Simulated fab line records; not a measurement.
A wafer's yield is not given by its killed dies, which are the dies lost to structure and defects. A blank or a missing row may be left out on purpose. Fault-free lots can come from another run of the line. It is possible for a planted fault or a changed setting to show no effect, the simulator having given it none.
3 desks looking at one fault || flow nand harc || every desk sees just its own numbers, and what lay behind them comes last

== METROLOGY DESK ==
What the gauges read for every lot (on any tool): the sampled wafers with a number, averaged. A lot is out of limits, marked OUT, if its mean lies more than 4 standard deviations from the usual mean; the brackets give that distance.
Columns: A = thk nm at NHARC_A_ONON_D1_THK_MEAS_21, usual 1004 nm; B = cd nm at NHARC_A_CHANNEL_HOLE_D1_CD_MEAS_10, usual 100.0 nm; C = cd nm at NHARC_A_CHANNEL_HOLE_D1_CD_MEAS_30, usual 90.0 nm
{"lot": "L914", "first seen here": "day 8 08:13", "A": 1019, "B": 100.2, "C": 90.8}
{"lot": "L915", "first seen here": "day 8 14:05", "A": 1013, "B": 100.0, "C": 89.5}
{"lot": "L916", "first seen here": "day 8 23:22", "A": 1009, "B": 100.0, "C": 89.2}
{"lot": "L917", "first seen here": "day 9 09:39", "A": 1006, "B": 99.9, "C": 89.6}
{"lot": "L919", "first seen here": "day 10 06:58", "A": 993, "B": "96.6 (-7.9) OUT", "C": 85.9}
{"lot": "L918", "first seen here": "day 10 06:59", "A": 1003, "B": 100.2, "C": 91.3}
{"lot": "L925", "first seen here": "day 13 02:02", "A": 1005, "B": "97.0 (-6.9) OUT", "C": 88.1}
{"lot": "L927", "first seen here": "day 13 16:58", "A": 1012, "B": 100.4, "C": 89.6}
{"lot": "L928", "first seen here": "day 14 06:40", "A": 996, "B": 100.5, "C": 90.4}
{"lot": "L930", "first seen here": "day 15 05:16", "A": 999, "B": 100.1, "C": 90.3}
{"lot": "L935", "first seen here": "day 16 20:41", "A": 1005, "B": 100.1, "C": 90.5}
{"lot": "L936", "first seen here": "day 17 05:24", "A": 1004, "B": 100.4, "C": 91.0}
This desk's finding: out of limits on L919, L925; first on L919, day 10 12:38 (cd nm at NHARC_A_CHANNEL_HOLE_D1_CD_MEAS_10). L914, L915, L916, L917, L918, L927, L928, L930, L935, L936 stayed within limits.

== THE DEFECT DESK ==
What the inspections along the route counted, lot by lot: means of the sampled wafers that have a number. A lot is out of limits, marked OUT, if its mean lies more than 4 standard deviations from the usual mean; the brackets give that distance.
Columns: A = raw defect count at NHARC_A_ONON_D1_INSPECT_32, usual 70
{"lot": "L914", "first seen here": "day 8 10:40", "A": 53}
{"lot": "L915", "first seen here": "day 8 16:22", "A": 70}
{"lot": "L916", "first seen here": "day 9 01:36", "A": 69}
{"lot": "L917", "first seen here": "day 9 11:54", "A": 85}
{"lot": "L918", "first seen here": "day 10 09:13", "A": 70}
{"lot": "L919", "first seen here": "day 10 09:13", "A": 101}
{"lot": "L925", "first seen here": "day 13 04:20", "A": 86}
{"lot": "L927", "first seen here": "day 13 19:13", "A": 110}
{"lot": "L928", "first seen here": "day 14 08:55", "A": 42}
{"lot": "L930", "first seen here": "day 15 07:40", "A": 57}
{"lot": "L935", "first seen here": "day 16 22:55", "A": 72}
{"lot": "L936", "first seen here": "day 17 07:38", "A": 90}
This desk's finding: nothing out of limits on any of the 12 lots.

== AT THE TOOL OWNER'S DESK: arfi scanner-02 ==
The tool's own readings at NHARC_A_CHANNEL_HOLE_D1_EXPOSE_07 (exposes mask HOLE D1, target cd 100 nm): means of the sampled wafers that have a number, for each lot that ran on this tool. A lot is out of limits, marked OUT, if its mean lies more than 4 standard deviations from the usual mean; the brackets give that distance.
Columns: A = exposure dose mJ cm2 at NHARC_A_CHANNEL_HOLE_D1_EXPOSE_07, usual 59.65
{"lot": "L916", "first seen here": "day 9 10:26", "A": 59.66}
{"lot": "L917", "first seen here": "day 9 15:43", "A": 59.74}
{"lot": "L919", "first seen here": "day 10 12:29", "A": "55.55 (-68) OUT"}
{"lot": "L925", "first seen here": "day 13 08:17", "A": "56.50 (-52) OUT"}
This desk's finding: out of limits on L919, L925; first on L919, day 10 12:29 (exposure dose mJ cm2 at NHARC_A_CHANNEL_HOLE_D1_EXPOSE_07). L916, L917 stayed within limits.

== BROUGHT TOGETHER ==
The tool owner's desk had the chance to raise an alarm at day 10 12:29 on L919, L925.
An alarm was possible from the metrology desk at day 10 12:38, on L919, L925.
Nothing out of limits was seen by the defect desk.
The defect desk has L919, L925 on record, within its limits.
Of the lots named, all ran NHARC_A_CHANNEL_HOLE_D1_EXPOSE_07 on arfi scanner-02.

== WHAT THE SIMULATOR HAD INSERTED ==
Drift in process parameters on arfi scanner-02 at NHARC_A_CHANNEL_HOLE_D1_EXPOSE_07, starting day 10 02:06. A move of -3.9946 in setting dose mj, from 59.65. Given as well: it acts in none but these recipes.
Struck lots among those shown: L919, L925.
Hours from the fault's start to each desk's first reading out of limits: the tool owner's desk, 10; the metrology desk, 11.
